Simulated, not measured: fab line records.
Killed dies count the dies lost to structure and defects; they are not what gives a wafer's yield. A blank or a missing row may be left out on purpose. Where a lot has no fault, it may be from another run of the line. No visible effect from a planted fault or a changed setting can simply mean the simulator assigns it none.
Which tool was responsible?    flow nand harc    11 lots, 33 wafers sampled, at 7 steps of a route of 1302

## WHAT THE GAUGES READ, wafer by wafer
NHARC_P_START_INSPECT_01.
lot   measured      on                 raw defect count
L652  day 2 16:02   defect inspect-01  1 5 3
L656  day 4 08:02   defect inspect-02  2 2 5
L658  day 5 04:02   defect inspect-01  1 2 1
L659  day 5 14:02   defect inspect-02  5 6 4
L660  day 6 00:02   defect inspect-02  2 2 2
L664  day 7 16:02   defect inspect-01  3 4 1
L668  day 9 08:02   defect inspect-01  6 1 2
L670  day 10 04:02  defect inspect-02  4 0 6
L671  day 10 14:02  defect inspect-02  6 1 1
L672  day 11 00:02  defect inspect-02  4 2 3
L673  day 11 10:02  defect inspect-01  4 5 5

NHARC_P_STI_CD_MEAS_09 targets a cd of 200 nm.
lot   measured      on         cd nm (nm)
L652  day 3 18:52   cd sem-01  205.4 201.4 203.8
L656  day 5 06:32   cd sem-01  201.3 201.7 199.4
L658  day 6 05:31   cd sem-01  203.8 204.2 203.5
L659  day 6 14:28   cd sem-02  199.0 201.1 200.2
L660  day 6 23:51   cd sem-02  201.1 198.9 156.5
L664  day 8 16:47   cd sem-03  195.7 200.2 159.9
L668  day 10 09:59  cd sem-02  202.4 200.0 201.8
L670  day 11 04:44  cd sem-03  197.1 201.1 195.8
L671  day 11 14:50  cd sem-02  197.7 198.9 197.0
L672  day 12 00:35  cd sem-02  199.9 201.6 198.7
L673  day 12 10:18  cd sem-02  199.8 201.6 200.1

NHARC_P_STI_OCD_MEAS_17.
lot   measured      on      trench foot cd nm (nm)
L652  day 3 19:39   ocd-02  162.5 158.3 161.4
L656  day 5 07:20   ocd-01  161.0 158.1 159.3
L658  day 6 06:19   ocd-01  160.8 162.3 161.4
L659  day 6 15:16   ocd-01  156.4 157.6 157.9
L660  day 7 00:38   ocd-02  159.1 155.2 114.7
L664  day 8 17:35   ocd-01  153.1 157.9 118.1
L668  day 10 10:46  ocd-01  160.7 159.1 159.6
L670  day 11 05:32  ocd-01  154.0 157.9 152.7
L671  day 11 15:37  ocd-01  156.6 156.6 155.9
L672  day 12 01:22  ocd-01  157.5 159.2 156.1
L673  day 12 11:05  ocd-02  157.4 159.4 158.3

NHARC_END_SORT_01.
lot   measured      on         killed at array  killed at other  killed at periphery  killed dies  killed open  killed short
L660  day 28 12:04  prober-02  19 29 22         1 0 1            1 1 534              21 30 557    3 3 5        2 3 1
L664  day 30 12:57  prober-02  46 61 65         2 1 0            10 14 474            58 76 539    1 5 1        5 3 3

## TOOL THAT RAN EACH LOT (tool first, then ch and the chambers of the sampled wafers, then the start)
lot   NHARC_P_STI_EXPOSE_06              NHARC_P_GATE_DEP_103             NHARC_P_GATE_ETCHBACK_37
L652  krf scanner-02 ch 0, day 3 18:43   pecvd-01 ch 0,1, day 5 20:26     rie diel-05 ch 0,2, no start
L656  krf scanner-01 ch 0, day 5 06:23   pecvd-02 ch 0,2, day 7 09:46     rie diel-02 ch 0,1,2, no start
L658  krf scanner-03 ch 0, day 6 05:22   pecvd-04 ch 1,2, day 8 08:18     rie diel-05 ch 1,3, no start
L659  krf scanner-02 ch 0, day 6 14:19   pecvd-04 ch 0,1,2, day 8 17:36   rie diel-05 ch 0,2,3, no start
L660  krf scanner-02 ch 0, day 6 23:41   pecvd-02 ch 0,1, day 9 03:27     rie diel-02 ch 0,2, day 28 12:04 or earlier
L664  krf scanner-02 ch 0, day 8 16:38   pecvd-02 ch 1,2, day 11 00:50    rie diel-02 ch 1,2, day 30 12:57 or earlier
L668  krf scanner-01 ch 0, day 10 09:50  pecvd-02 ch 0,1, day 12 13:18    rie diel-05 ch 1,2, no start
L670  krf scanner-03 ch 0, day 11 04:36  pecvd-04 ch 0,1,2, day 13 16:28  rie diel-02 ch 0,3, no start
L671  krf scanner-02 ch 0, day 11 14:41  pecvd-02 ch 1,2, day 13 21:14    rie diel-01 ch 1,3, no start
L672  krf scanner-02 ch 0, day 12 00:26  pecvd-02 ch 0,1,2, day 14 06:58  rie diel-05 ch 1,2,3, no start
L673  krf scanner-02 ch 0, day 12 10:09  pecvd-02 ch 0,1, day 14 20:47    rie diel-02 ch 0,3, no start
- NHARC_P_STI_EXPOSE_06: exposes mask P STI, target cd 200 nm.
- NHARC_P_GATE_DEP_103: deposits SiON, target thk 30 nm.
- NHARC_P_GATE_ETCHBACK_37: etches the open film in CHF3/O2, target depth 34.5 nm, time 17.2 s.

## WHAT THE TOOLS THEMSELVES READ (means of the sampled wafers that have a number; where no wafer has one, the mark that the record gives instead)
NHARC_P_STI_EXPOSE_06.
lot   tool            stage vel mm s (mm/s)
L652  krf scanner-02  499.77
L656  krf scanner-01  499.93
L658  krf scanner-03  499.78
L659  krf scanner-02  500.10
L660  krf scanner-02  500.10
L664  krf scanner-02  499.93
L668  krf scanner-01  499.86
L670  krf scanner-03  499.65
L671  krf scanner-02  499.77
L672  krf scanner-02  500.06
L673  krf scanner-02  500.32

NHARC_P_GATE_DEP_103.
lot   tool      heater power w (W)
L652  pecvd-01  662
L656  pecvd-02  725
L658  pecvd-04  702
L659  pecvd-04  628
L660  pecvd-02  718
L664  pecvd-02  727
L668  pecvd-02  646
L670  pecvd-04  625
L671  pecvd-02  738
L672  pecvd-02  719
L673  pecvd-02  696

NHARC_P_GATE_ETCHBACK_37.
lot   tool         bias w (W)  drypump motor current A (A)  oes product au (a.u.)  rf vpp V (V)  showerhead plenum p Torr (Torr)  throttle valve pct (%)
L652  rie diel-05  199.9       5.1                          0.923                  372.9         2.50                             20.578
L656  rie diel-02  200.3       5.4                          0.930                  371.9         2.41                             20.566
L658  rie diel-05  199.9       5.9                          0.934                  370.6         2.36                             20.576
L659  rie diel-05  199.8       5.4                          0.992                  372.2         2.47                             20.569
L660  rie diel-02  200.0       5.4                          0.921                  371.1         2.45                             20.572
L664  rie diel-02  199.6       5.6                          0.913                  370.3         2.38                             20.570
L668  rie diel-05  199.7       5.3                          0.918                  372.0         2.45                             20.565
L670  rie diel-02  200.8       4.9                          0.936                  371.8         2.49                             20.581
L671  rie diel-01  200.7       6.1                          0.929                  371.8         2.51                             20.573
L672  rie diel-05  199.3       5.6                          0.932                  370.6         2.40                             20.570
L673  rie diel-02  199.5       4.9                          0.936                  372.9         2.49                             20.569

## THE ANSWER, worked out from the rows above alone
Rule: usual is defined by the lots themselves. The widest of any qualifying gaps counts: lots, ordered by their means at a reading, are off when they make up no more than a third of the lots, leave a main group of 4 or more, and stand apart from it by 3 or more times the standard deviation of that group's means. A main group is skipped when, at the precision printed for the reading in the tables above, its means are all equal. Also off: a lot with no number at a reading for which 4 or more lots have one. Any other lot the step has rows for is counted as sound. First the gauges in route order, then the tools' own readings, where a lot's mean is used as printed above. The first step at which some lot is off is used, and at that step the reading that is off furthest; a lot without a number counts as furthest.
Off at NHARC_P_STI_CD_MEAS_09 (cd nm): L660, L664. Mean 200.7 nm and standard deviation 2 in the main group.
A tool fits if, at a process step before that reading, it ran every lot that is off, and no sound lot after the first of them. Not tried: the gauges at NHARC_P_STI_CD_MEAS_09; whatever is off there is also off at NHARC_P_STI_OCD_MEAS_17, on other tools, and gauge error can't account for it. No candidate that was tried fits.

## WHAT WAS PUT IN BY THE SIMULATOR
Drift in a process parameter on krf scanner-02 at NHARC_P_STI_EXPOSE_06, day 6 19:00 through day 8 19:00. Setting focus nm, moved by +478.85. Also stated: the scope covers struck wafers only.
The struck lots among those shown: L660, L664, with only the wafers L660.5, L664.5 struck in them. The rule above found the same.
